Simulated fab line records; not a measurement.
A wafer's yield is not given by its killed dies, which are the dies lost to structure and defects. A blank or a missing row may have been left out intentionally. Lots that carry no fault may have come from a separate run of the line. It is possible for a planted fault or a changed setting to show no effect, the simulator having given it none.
fab line records ; flow n5_finfet
record: lots: 3; wafers: 9; last_day: 17
route steps=1938 shown BEOL_M4@1031 PASSIVATION@1936
lots with no fault: from the same line, run without faults
start_h: start of the lot's first displayed wafer, in hours after the record's first day ; wait_h: how many hours have passed since the lot's step before this one ; " identical to the entry in the row above ; L1.1+2: a single row standing in for several wafers ; - no value present, or no start provided ; * or withheld: withheld ; < > ~ a bound
route shown NAME@n: a module of which the file shows steps, and the number in the route of the first ; usual: the fault-free wafers' mean and standard deviation ; same: alike in all rows ; chamber/n: place in a boat ; sites: each site's reading ; _std_site: how widely they spread, as a standard deviation ; _edge_site: the outer-site mean with the inner-site mean subtracted ; radius_mm: for every site, how far away it sits from the centre of the wafer ; mask NAME#n: copy n ; behind: the most recent tool/chamber to have shaped the wafer ; hold: why the lot went on hold/how many hours it stayed there/how the hold came to an end ; device: the n, p or np transistor that did not switch ; end of line: the route-end tests of the same wafers ; a step given without rows: its recipe and nothing more ; killed: dies that structure and defects cost at the first sort, which is not the same as the wafer's yield ; map: shows each die of a wafer: x if killed, . if not, _ if none is there
set.NAME: setting as actually run; set.NAME@STEP: the setting as run at that earlier step ; model.NAME: the simulator's own value behind a step, which no gauge read
lots at some steps of the route; a table a step, a row a wafer
services: a tool's chamber out of use, with start hour (start_h, from the record's first day; less than 0 if before it), hours out, and reason
== steps ==
step: N5_BEOL_M4_EXPOSE_08
recipe: mask_id: M4; na: 0.33; source_shape: dipole; sigma_inner: 0.369; sigma_outer: 0.767; polarization: unpolarized; dose_mj: 41.25
step: N5_BEOL_M4_PEB_09
recipe: peb_temp_c: 100; peb_time_s: 60; resist: CAR-EUV
step: N5_BEOL_M4_DEVELOP_10
recipe: develop_time_s: 30; developer: TMAH; resist: CAR-EUV; rinse_liquid: surfactant_rinse; dry: air_spin; dev_temp_c: 23
step: N5_BEOL_M4_DESCUM_16
recipe: chemistry: O2; time_s: 7; source_power_w: 50; bias_power_w: 20; pressure_mtorr: 20; rf_frequency_hz: 2.712e+07; temp_c: 40; resist: CAR-EUV; o2_flow_sccm: 225
step: N5_BEOL_M4_ETCH_74
recipe: chemistry: N2/H2; target: underlayer; target_depth_a: 65; mask_material: CAR-EUV; time_s: 5.2; ion_energy_ev: 200; pressure_mtorr: 30; source_w: 840; bias_w: 150; n2_flow_sccm: 200; h2_flow_sccm: 200; ends: cleared
step: N5_BEOL_M4_ETCH_63
recipe: chemistry: CF4; target: SiARC; target_depth_a: 156; mask_material: CAR-EUV; time_s: 26; ion_energy_ev: 80; pressure_mtorr: 40; source_w: 545; bias_w: 36; Ar_flow_sccm: 100; cf4_flow_sccm: 100; ends: cleared
step: N5_BEOL_M4_ETCH_64
recipe: chemistry: N2/H2; target: SOC; target_depth_a: 750; overetch_a: 225; mask_material: SiARC; temp_c: 40; time_s: 121.9; ion_energy_ev: 200; pressure_mtorr: 30; source_w: 840; bias_w: 150; n2_flow_sccm: 200; h2_flow_sccm: 200
step: N5_BEOL_M4_STRIP_65
recipe: chemistry: N2/H2; temp_c: 40; n2_flow_sccm: 200; h2_flow_sccm: 200; rf_frequency_hz: 6e+07
step: N5_BEOL_M4_STRIP_75
recipe: chemistry: N2/H2; temp_c: 40; n2_flow_sccm: 200; h2_flow_sccm: 200; rf_frequency_hz: 6e+07
step: N5_BEOL_M4_STRIP_66
recipe: chemistry: CF4; resist: SiARC; power_w: 300; bias_power_w: 75; pressure_mtorr: 50; cf4_flow_sccm: 150; rf_frequency_hz: 6e+07
usual: drypump_motor_current_A: 5.6/0.48; oes_product_au: 0.78/0.082; rf_vpp_V: 271.6/1.3; showerhead_plenum_p_Torr: 1.81/0.053; throttle_valve_pct: 13.66/0.26
lot.wafer;tool;chamber;start_h;wait_h;drypump_motor_current_A;oes_product_au;rf_hours_counter_h;rf_vpp_V;showerhead_plenum_p_Torr;throttle_valve_pct
L385.1;rie_diel-01;0;233.80;0.0;5.2;0.80;81;271.1;1.73;13.57
L385.5;rie_diel-01;3;233.80;0.0;5.2;0.69;-;271.5;1.84;14.09
L385.6;rie_diel-01;2;233.80;0.0;6.1;0.72;-;273.3;1.85;13.79
L393.1;rie_diel-05;3;273.23;0.0;5.7;0.79;86;273.2;1.88;13.31
L393.2;rie_diel-05;1;273.23;0.0;5.7;0.76;132;272.5;1.88;13.81
L393.4;rie_diel-05;1;273.23;0.0;5.7;0.75;-;273.0;1.88;13.81
L397.3;rie_diel-05;3;299.22;0.0;5.7;0.78;96;273.7;1.88;13.35
L397.4;rie_diel-05;2;299.22;0.0;5.1;0.97;5;271.5;1.82;13.40
L397.5;rie_diel-05;2;299.22;0.0;5.1;0.97;-;271.6;1.82;13.41
step: N5_BEOL_M4_HM_OPEN_17
recipe: chemistry: Cl2/BCl3; target_depth_a: 200; overetch_a: 60; target: TiN; mask_material: SOC; ion_energy_ev: 150; pressure_mtorr: 10; icp_w: 1000; bias_w: 126; Cl2_flow_sccm: 53.25; bcl3_flow_sccm: 21.75; Ar_flow_sccm: 25
step: N5_BEOL_M4_STRIP_19
recipe: chemistry: O2; power_w: 400; temp_c: 40; pressure_mtorr: 30; rf_frequency_hz: 6e+07; bias_power_w: 0; overash_fraction: 0.2; o2_flow_sccm: 225
step: N5_BEOL_M4_COAT_67
recipe: resist: SOC; temp_c: 250; time_s: 60; spin_rpm: 1500; resist_thk_nm: 60
step: N5_BEOL_M4_COAT_68
recipe: resist: SiARC; temp_c: 220; time_s: 60; spin_rpm: 1500; resist_thk_nm: 12
step: N5_BEOL_M4_COAT_76
recipe: resist: underlayer; temp_c: 205; time_s: 60; spin_rpm: 1500; resist_thk_nm: 5
step: N5_BEOL_M4_COAT_22
recipe: resist: CAR-EUV; spin_rpm: 1500; resist_thk_nm: 30
step: N5_BEOL_M4_EBR_24
recipe: solvent: PGMEA; ebr_width_mm: 1.5
step: N5_BEOL_M4_SOFTBAKE_23
recipe: temp_c: 110; time_s: 60; resist: CAR-EUV
step: N5_BEOL_M4_EXPOSE_25
recipe: mask_id: V3; na: 0.33; source_shape: quasar; sigma_inner: 0.2; sigma_outer: 0.8; polarization: unpolarized; defocus_nm: 5; dose_mj: 63
step: N5_BEOL_M4_PEB_26
recipe: peb_temp_c: 100; peb_time_s: 60; resist: CAR-EUV
step: N5_BEOL_M4_DEVELOP_27
recipe: develop_time_s: 30; developer: TMAH; resist: CAR-EUV; rinse_liquid: surfactant_rinse; dry: air_spin; dev_temp_c: 23
step: N5_BEOL_M4_INSPECT_30
recipe: mode: adi; inspect_instrument: brightfield
usual: raw_defect_count: 397/97
lot.wafer;tool;chamber;start_h;wait_h;raw_defect_count
L385.1;defect_inspect-01;-;234.43;0.1;709
L385.5;defect_inspect-01;-;234.43;0.1;789
L385.6;defect_inspect-01;-;234.43;0.1;666
L393.1;defect_inspect-02;-;273.99;0.1;467
L393.2;defect_inspect-02;-;273.99;0.1;375
L393.4;defect_inspect-02;-;273.99;0.1;552
L397.3;defect_inspect-02;-;299.97;0.0;572
L397.4;defect_inspect-02;-;299.97;0.0;447
L397.5;defect_inspect-02;-;299.97;0.0;553
step: N5_BEOL_M4_DESCUM_33
recipe: chemistry: O2; time_s: 7; source_power_w: 50; bias_power_w: 20; pressure_mtorr: 20; rf_frequency_hz: 2.712e+07; temp_c: 40; resist: CAR-EUV; o2_flow_sccm: 225
step: N5_BEOL_M4_RC_MEAS_101
usual: DIBL_N: 35.8/1.6; DIBL_P: 36.0/2.1; IOFF_N: 0.153/0.026; IOFF_P: 0.21/0.037; ION_N: 673/11; ION_P: 462/7.6; SS_N: 71.4/0.53; SS_P: 73.2/0.67; VT_N: 250/3.2; VT_P: -250/3.7
lot.wafer;tool;chamber;start_h;wait_h;DIBL_N[mV/V];DIBL_P[mV/V];IOFF_N[nA/um];IOFF_P[nA/um];ION_N[uA/um];ION_P[uA/um];SS_N[mV/dec];SS_P[mV/dec];VT_N[mV];VT_P[mV]
L385.1;prober-01;0;245.27;0.0;35.3;36.0;0.160;0.18;678;456;71.4;73.2;249;-252
L385.5;prober-01;0;245.27;0.0;35.1;35.6;0.145;0.17;658;453;71.7;72.6;250;-255
L385.6;prober-01;0;245.27;0.0;36.8;37.9;0.188;0.20;684;451;72.5;73.9;247;-252
L393.1;prober-01;0;289.30;0.0;38.0;39.5;0.183;0.24;679;465;72.1;74.6;252;-250
L393.2;prober-01;0;289.30;0.0;39.4;40.2;0.217;0.27;695;469;72.5;74.8;249;-250
L393.4;prober-01;0;289.30;0.0;36.0;35.2;0.145;0.18;667;454;71.4;73.5;251;-254
L397.3;prober-01;0;306.44;0.3;36.8;34.1;0.152;0.18;670;456;71.5;73.1;252;-255
L397.4;prober-01;0;306.44;0.3;36.2;35.0;0.149;0.20;674;455;71.8;73.4;251;-254
L397.5;prober-01;0;306.44;0.3;35.1;33.0;0.130;0.17;664;455;71.4;73.3;253;-254
step: N5_PASSIVATION_PROBE_49
usual: defect_limited_yield: 91.3/1.5; killed_at_M0_to_M3: 33/12; killed_at_M4_up: 13/5.2; killed_at_contacts: 13/6.7; killed_at_front_end: 40/11; killed_at_other: 4.1/2.7; killed_dies: 103/17; killed_open: 69/13; killed_short: 33/8.4; sort_bin_5_function: 5.1/1; sort_bin_6_memory: 3.2/0.62; sort_n_pass: 1077/17; sort_yield_pct: 91.3/1.5
same: gross_dies: 1180; killed_at_back_side: 0; sort_bin_4_leakage[%]: 0; sort_bin_8_speed[%]: 0
lot.wafer;tool;chamber;start_h;wait_h;defect_limited_yield[%];killed_at_M0_to_M3;killed_at_M4_up;killed_at_contacts;killed_at_front_end;killed_at_other;killed_dies;killed_open;killed_short;sort_bin_5_function[%];sort_bin_6_memory[%];sort_n_pass;sort_yield_pct[%]
L385.1;prober-01;-;358.54;0.7;86.2;25;63;20;52;3;163;80;37;8.1;4.3;1017;86.2
L385.5;prober-01;-;358.74;0.9;83.1;25;123;10;42;0;200;68;24;11.4;4.7;980;83.1
L385.6;prober-01;-;358.79;1.0;83.6;22;106;12;53;0;193;70;26;9.6;5.0;987;83.6
killed by level:class
L385.1 BEOL_M4:unspecified=44 MOL_CONTACT_COAG:geometric_particle:open=17 STI_FIN_REVEAL:geometric_particle:open=15 GATE_CUT:geometric_particle:open=10 BEOL_M1:geometric_particle:open=7 BEOL_M4:geometric_particle:open=7 STI_FIN_REVEAL:geometric_particle:short=6 GATE_CUT:geometric_particle:short=6
L385.5 BEOL_M4:unspecified=106 STI_FIN_REVEAL:geometric_particle:open=19 MOL_CONTACT_COAG:geometric_particle:open=9 FIN_SAQP:geometric_particle:open=7 BEOL_M0_SAQP:geometric_particle:open=6 BEOL_M0_SAQP:geometric_particle:short=6 GATE_CUT:geometric_particle:open=5 BEOL_M1:geometric_particle:open=4
L385.6 BEOL_M4:unspecified=95 STI_FIN_REVEAL:geometric_particle:open=21 MOL_CONTACT_COAG:geometric_particle:open=9 BEOL_M3:geometric_particle:open=8 BEOL_M4:geometric_particle:open=6 DUMMY_GATE:geometric_particle:open=5 FIN_SAQP:geometric_particle:short=4 STI_FIN_REVEAL:geometric_particle:short=4
map L385.5 (x killed, . not)
_________________.x..........________________
______________.x.x....xx.....x.._____________
___________.....x.x....x..........x__________
__________......x.xxxx...........x.x_________
________.....xxxxxxxxxx.xx.x.........._______
_______......xx.xxxx.x.xxx...........x.______
______.x.....x.x.xxxxxxxx.x............._____
_____.........xxxxxxxxxxxxx........x.....____
____..........xxxxxxxxxx.....x............___
___........x..xxxxxxxxxxxxx................__
___...........xxxxxxxxxx.x...........x.....__
__....x.........x..xx.xx..x....x..x..x..x..._
__...x......x..x.xxx..xx...xx.x............._
_................xxxx........x...............
_..........x......x..xx..x...................
_...............x.....x........x.............
_...xx.xx.........x..........................
_...............x.x.......x.....x..x.........
_x....x.................x.........x..........
_......................x...x............x..x.
_.....x....................................x.
__............................x.x..........._
__...........x.....x........x..............._
___...x..x........x........................__
___..x.............x.......................__
____..x.xx...x...............x....x.....x.___
_____................x.....x.......x....x____
______.......x........................x._____
_______....x.........x..x....x.........______
________...x........................x._______
__________.....x.............x.x...._________
___________....x.....xxxx.....x.x..__________
______________...x...x.........._____________
_________________............________________
map L397.4 (x killed, . not)
_________________............________________
______________.....x........x..._____________
___________............x...........__________
__________...................x.....x_________
________.............................._______
_______..........x...................x.______
______.......x..................x...x..._____
_____....x...................x......x....____
____........xx.x........x..x..............___
___.........................x............x.__
___.............x..x........x.....x...x....__
__.........................................._
__.....x..xx........x....x..x............x.._
_.....x.x..........x...........x...x.........
_.....x.......x....x...........x.............
_........xx............x...........x..x......
_...................x.x......................
_..........x..x............x...............x.
_..........................x................x
_...............................x............
_.............x.......x..................xx..
__.........................x........x......._
__.........x........x.........x............._
___.........x.....x.......x....x......xx...__
___........................................__
____......x...............................___
_____...................xx......x.xx...x.____
______........................x........._____
_______..x.....x...........x...........______
________.x..x....x.............x....x._______
__________...x..x...........x......._________
___________x..............x........__________
______________.................._____________
_________________...........x________________
== services ==
tool;chamber;start_h;hours;kind
rie_diel-05;0;212.49;-;clean
rie_diel-05;0;212.49;-;consumable_replace:focus_ring
rie_diel-05;0;212.49;26.6;scheduled_down
rie_diel-05;0;212.49;26.6;vent_cycle
rie_diel-05;1;251.98;3.1;repair
rie_diel-05;2;263.06;-;clean
rie_diel-05;2;263.06;-;consumable_replace:focus_ring
rie_diel-05;2;263.06;23.8;scheduled_down
rie_diel-05;2;263.06;23.8;vent_cycle
rie_diel-01;2;285.88;1.5;repair
rie_diel-01;0;288.34;2.1;repair
== key ==
first_sign: step: N5_BEOL_M4_INSPECT_30; reading: raw_defect_count; direction: up; sigmas: 3.3; usual: 397; struck: 721
effect: step: N5_PASSIVATION_PROBE_49; reading: killed_at_M4_up; direction: up; sigmas: 16; usual: 13; struck: 97
more_kills_born_at: N5_BEOL_M4_STRIP_66@rie_diel-01: 245
met_at N5_BEOL_M4_STRIP_66
struck_wafers L385.1,L385.5,L385.6
fault: kind: chamber_particle_source; tool: rie_diel-01; chamber: -; onset_h: 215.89; steps: N5_BEOL_M4_STRIP_66; rate_per_visit_cm2: 0.48648; end_h: 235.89
